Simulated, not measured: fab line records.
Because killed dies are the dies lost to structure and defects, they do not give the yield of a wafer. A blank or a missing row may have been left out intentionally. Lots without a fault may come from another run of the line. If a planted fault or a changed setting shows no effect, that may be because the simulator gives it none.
Matching of chambers	flow n5Finfet	N5_MOL_CONTACT_COAG_STRIP_72 on rieDiel-06 has 4 sister chambers
The step strips in N2/H2. 16 wafers are shown with their chamber, then 8 later ones without.

## WAFERS, EACH WITH ITS CHAMBER
wafer	chamber	showerheadPlenumPTorr (Torr)	drypumpMotorCurrentA (A)	oesProductAu (a.u.)
L079.2	1	2.71	5.9	0.94
L079.3	2	2.59	5.3	0.71
L079.5	1	2.71	5.9	0.94
L081.1	2	2.59	5.4	0.70
L081.4	3	2.69	5.0	0.97
L081.6	1	2.71	5.9	0.91
L087.1	1	2.71	5.9	0.90
L087.4	3	2.69	4.9	0.93
L087.5	1	2.71	5.9	0.90
L089.2	3	2.68	5.0	0.93
L089.3	0	2.59	5.3	0.90
L089.5	3	2.68	5.0	0.94
L091.1	1	2.70	5.9	0.86
L091.4	0	2.59	5.3	0.88
L091.6	3	2.68	4.9	0.91
L093.1	1	2.70	5.9	0.88

SIGNATURES, as means of the wafers listed above
reading	chamber 0	chamber 1	chamber 2	chamber 3	scatter within a chamber
showerheadPlenumPTorr	2.5900	2.7071	2.5900	2.6840	0.00468
drypumpMotorCurrentA	5.300	5.900	5.350	4.960	0.0376
oesProductAu	0.8900	0.9043	0.7050	0.9360	0.0247
Rule: for a wafer and a chamber, the distance is found by dividing, reading by reading, the gap between the wafer's reading and the chamber's mean by the reading's scatter, squaring, summing and taking the root. The wafer belongs to the nearest chamber; if the next one is less than 2 further off, it can't be placed. The scatter is the square root of a quotient: the sum, over the shown wafers, of each reading's squared deviation from its chamber's mean, divided by wafers minus chambers.

## WAFERS WITH NO CHAMBER GIVEN
wafer	showerheadPlenumPTorr (Torr)	drypumpMotorCurrentA (A)	oesProductAu (a.u.)
L093.3	2.59	5.3	0.93
L093.5	2.70	5.9	0.89
L095.2	2.70	5.9	0.87
L095.4	2.70	5.9	0.87
L095.5	2.68	5.0	0.91
L096.3	2.68	5.0	0.91
L096.4	2.58	5.3	0.88
L096.5	2.58	5.4	1.00

## EACH ONE'S CHAMBER
wafer	from the rows above	in truth
L093.3	0	0
L093.5	1	1
L095.2	1	1
L095.4	1	1
L095.5	3	3
L096.3	3	3
L096.4	0	0
L096.5	0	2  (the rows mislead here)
7 of 8 placed correctly. Can't be placed from these rows: 0. Placed wrongly: 1.
